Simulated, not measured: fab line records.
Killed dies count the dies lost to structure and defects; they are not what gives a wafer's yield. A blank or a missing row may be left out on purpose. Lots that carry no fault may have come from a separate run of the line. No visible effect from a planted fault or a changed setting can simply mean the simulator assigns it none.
Split-lot experiment / flow n5Finfet / route with 1938 steps; 7 lots, 39 wafers read

## ON THE SPLIT
At N5_STI_FIN_REVEAL_ETCHBACK_08 (etches SiO2 in C4F6/O2, target depth 30.5 nm, time 10.167 s), the setting targetDepthA was moved away from the recipe's 305 angstrom on 12 of the 39 wafers read, by -56.2% to +59.9%. This setting was run at the recipe's value on the other wafers.

## FROM THE SPLIT TO THE READING: what the file shows between them, 3 steps
- N5_STI_FIN_REVEAL_STRIP_24: strips in N2/H2, time 90 s
- N5_STI_FIN_REVEAL_PRECLEAN_25: cleans in SPM, time 90 s
- N5_STI_FIN_REVEAL_SRD_23: time 30 s

## THE READING
trenchDepthNm, in nm, at N5_STI_FIN_REVEAL_FIN_H_MEAS_10. A value of 52.0 nm with a standard deviation of 0.79 nm is what fault-free wafers of this fab line usually give.

wafer=L074.1; tool, chamber at the split=rieDiel-03, 1,3,1; targetDepthA as run, angstrom=133.6; against the recipe=-56.2%; trenchDepthNm, nm=36.1; against lot-mates on the recipe=-15.7
wafer=L074.2; tool, chamber at the split=rieDiel-03, 0,2,2; targetDepthA as run, angstrom=305; against the recipe=recipe; trenchDepthNm, nm=51.8; against lot-mates on the recipe=-
wafer=L074.3; tool, chamber at the split=rieDiel-03, 1,3,1; targetDepthA as run, angstrom=133.6; against the recipe=-56.2%; trenchDepthNm, nm=35.6; against lot-mates on the recipe=-16.2
wafer=L074.4; tool, chamber at the split=rieDiel-03, 0,2,2; targetDepthA as run, angstrom=305; against the recipe=recipe; trenchDepthNm, nm=51.5; against lot-mates on the recipe=-
wafer=L074.5; tool, chamber at the split=rieDiel-03, 1,3,1; targetDepthA as run, angstrom=133.6; against the recipe=-56.2%; trenchDepthNm, nm=35.7; against lot-mates on the recipe=-16.1
wafer=L074.6; tool, chamber at the split=rieDiel-03, 0,2,2; targetDepthA as run, angstrom=305; against the recipe=recipe; trenchDepthNm, nm=52.2; against lot-mates on the recipe=-
wafer=L075.2; tool, chamber at the split=rieDiel-03, 2,3,2; targetDepthA as run, angstrom=305; against the recipe=recipe; trenchDepthNm, nm=51.7; against lot-mates on the recipe=-
wafer=L075.5; tool, chamber at the split=rieDiel-03, 2,3,2; targetDepthA as run, angstrom=305; against the recipe=recipe; trenchDepthNm, nm=52.3; against lot-mates on the recipe=-
wafer=L075.6; tool, chamber at the split=rieDiel-03, 2,3,2; targetDepthA as run, angstrom=305; against the recipe=recipe; trenchDepthNm, nm=51.7; against lot-mates on the recipe=-
wafer=L079.1; tool, chamber at the split=rieDiel-03, 0,3,1; targetDepthA as run, angstrom=305; against the recipe=recipe; trenchDepthNm, nm=52.8; against lot-mates on the recipe=-
wafer=L079.2; tool, chamber at the split=rieDiel-03, 1,2,2; targetDepthA as run, angstrom=352.6; against the recipe=+15.6%; trenchDepthNm, nm=57.8; against lot-mates on the recipe=+5.1
wafer=L079.3; tool, chamber at the split=rieDiel-03, 0,3,1; targetDepthA as run, angstrom=305; against the recipe=recipe; trenchDepthNm, nm=52.6; against lot-mates on the recipe=-
wafer=L079.4; tool, chamber at the split=rieDiel-03, 1,2,2; targetDepthA as run, angstrom=352.6; against the recipe=+15.6%; trenchDepthNm, nm=56.4; against lot-mates on the recipe=+3.7
wafer=L079.5; tool, chamber at the split=rieDiel-03, 0,3,1; targetDepthA as run, angstrom=305; against the recipe=recipe; trenchDepthNm, nm=52.6; against lot-mates on the recipe=-
wafer=L079.6; tool, chamber at the split=rieDiel-03, 1,2,2; targetDepthA as run, angstrom=352.6; against the recipe=+15.6%; trenchDepthNm, nm=56.4; against lot-mates on the recipe=+3.7
wafer=L082.1; tool, chamber at the split=rieDiel-01, 1,2,3,2,1,3; targetDepthA as run, angstrom=305; against the recipe=recipe; trenchDepthNm, nm=52.5; against lot-mates on the recipe=-
wafer=L082.2; tool, chamber at the split=rieDiel-01, 1,2,3,2,1,3; targetDepthA as run, angstrom=305; against the recipe=recipe; trenchDepthNm, nm=53.0; against lot-mates on the recipe=-
wafer=L082.3; tool, chamber at the split=rieDiel-01, 1,2,3,2,1,3; targetDepthA as run, angstrom=305; against the recipe=recipe; trenchDepthNm, nm=52.7; against lot-mates on the recipe=-
wafer=L082.4; tool, chamber at the split=rieDiel-01, 1,2,3,2,1,3; targetDepthA as run, angstrom=305; against the recipe=recipe; trenchDepthNm, nm=53.5; against lot-mates on the recipe=-
wafer=L082.5; tool, chamber at the split=rieDiel-01, 1,2,3,2,1,3; targetDepthA as run, angstrom=305; against the recipe=recipe; trenchDepthNm, nm=52.8; against lot-mates on the recipe=-
wafer=L082.6; tool, chamber at the split=rieDiel-01, 1,2,3,2,1,3; targetDepthA as run, angstrom=305; against the recipe=recipe; trenchDepthNm, nm=52.4; against lot-mates on the recipe=-
wafer=L087.1; tool, chamber at the split=rieDiel-03, 2,1,3,0,0,1; targetDepthA as run, angstrom=305; against the recipe=recipe; trenchDepthNm, nm=52.1; against lot-mates on the recipe=-
wafer=L087.2; tool, chamber at the split=rieDiel-03, 2,1,3,0,0,1; targetDepthA as run, angstrom=305; against the recipe=recipe; trenchDepthNm, nm=53.2; against lot-mates on the recipe=-
wafer=L087.3; tool, chamber at the split=rieDiel-03, 2,1,3,0,0,1; targetDepthA as run, angstrom=305; against the recipe=recipe; trenchDepthNm, nm=52.6; against lot-mates on the recipe=-
wafer=L087.4; tool, chamber at the split=rieDiel-03, 2,1,3,0,0,1; targetDepthA as run, angstrom=305; against the recipe=recipe; trenchDepthNm, nm=52.9; against lot-mates on the recipe=-
wafer=L087.5; tool, chamber at the split=rieDiel-03, 2,1,3,0,0,1; targetDepthA as run, angstrom=305; against the recipe=recipe; trenchDepthNm, nm=52.0; against lot-mates on the recipe=-
wafer=L087.6; tool, chamber at the split=rieDiel-03, 2,1,3,0,0,1; targetDepthA as run, angstrom=305; against the recipe=recipe; trenchDepthNm, nm=53.1; against lot-mates on the recipe=-
wafer=L095.1; tool, chamber at the split=rieDiel-03, 1,3,0; targetDepthA as run, angstrom=487.6; against the recipe=+59.9%; trenchDepthNm, nm=70.7; against lot-mates on the recipe=+19.3
wafer=L095.2; tool, chamber at the split=rieDiel-03, 1,3,0; targetDepthA as run, angstrom=487.6; against the recipe=+59.9%; trenchDepthNm, nm=70.4; against lot-mates on the recipe=+19.0
wafer=L095.3; tool, chamber at the split=rieDiel-03, 2,2,1; targetDepthA as run, angstrom=305; against the recipe=recipe; trenchDepthNm, nm=50.5; against lot-mates on the recipe=-
wafer=L095.4; tool, chamber at the split=rieDiel-03, 1,3,0; targetDepthA as run, angstrom=487.6; against the recipe=+59.9%; trenchDepthNm, nm=70.1; against lot-mates on the recipe=+18.7
wafer=L095.5; tool, chamber at the split=rieDiel-03, 2,2,1; targetDepthA as run, angstrom=305; against the recipe=recipe; trenchDepthNm, nm=51.0; against lot-mates on the recipe=-
wafer=L095.6; tool, chamber at the split=rieDiel-03, 2,2,1; targetDepthA as run, angstrom=305; against the recipe=recipe; trenchDepthNm, nm=52.6; against lot-mates on the recipe=-
wafer=L097.1; tool, chamber at the split=rieDiel-05, 1,3,2; targetDepthA as run, angstrom=305; against the recipe=recipe; trenchDepthNm, nm=51.8; against lot-mates on the recipe=-
wafer=L097.2; tool, chamber at the split=rieDiel-05, 3,2,0; targetDepthA as run, angstrom=137.5; against the recipe=-54.9%; trenchDepthNm, nm=34.8; against lot-mates on the recipe=-16.4
wafer=L097.3; tool, chamber at the split=rieDiel-05, 3,2,0; targetDepthA as run, angstrom=137.5; against the recipe=-54.9%; trenchDepthNm, nm=34.8; against lot-mates on the recipe=-16.4
wafer=L097.4; tool, chamber at the split=rieDiel-05, 3,2,0; targetDepthA as run, angstrom=137.5; against the recipe=-54.9%; trenchDepthNm, nm=35.0; against lot-mates on the recipe=-16.2
wafer=L097.5; tool, chamber at the split=rieDiel-05, 1,3,2; targetDepthA as run, angstrom=305; against the recipe=recipe; trenchDepthNm, nm=51.0; against lot-mates on the recipe=-
wafer=L097.6; tool, chamber at the split=rieDiel-05, 1,3,2; targetDepthA as run, angstrom=305; against the recipe=recipe; trenchDepthNm, nm=50.8; against lot-mates on the recipe=-
The file does not say which wafer passed through which chamber wherever a row lists several chambers: such a row stands for several wafers.

FIT RESULTS
A straight line over all 39 wafers: trenchDepthNm changes by +0.304 nm for each +1% of targetDepthA; r = +1.00; the points scatter about the line by 0.73 nm.
The same after taking each lot's own level away (the mean of its wafers on the recipe; 39 wafers): +0.301 nm for each +1%; r = +1.00; scatter 0.59 nm.
That fit puts the effect of the largest move of targetDepthA on the reading at 18 nm.
From 51.20 to 52.82 nm: that is the span of the lots' own levels, equal to 2.0 times the standard deviation above.
Hence the lot-to-lot level has little effect on the slope; both slopes agree.
Check: with one of the wafers moved furthest among these (+59.9%) left out of the fit, the line predicts +17.9 nm for it against its lot-mates. Against them it came out at +19.3 nm.

## THE FILE'S OWN FIT
trenchDepthNm changes by +0.3 nm for each +1% of targetDepthA, r = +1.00.
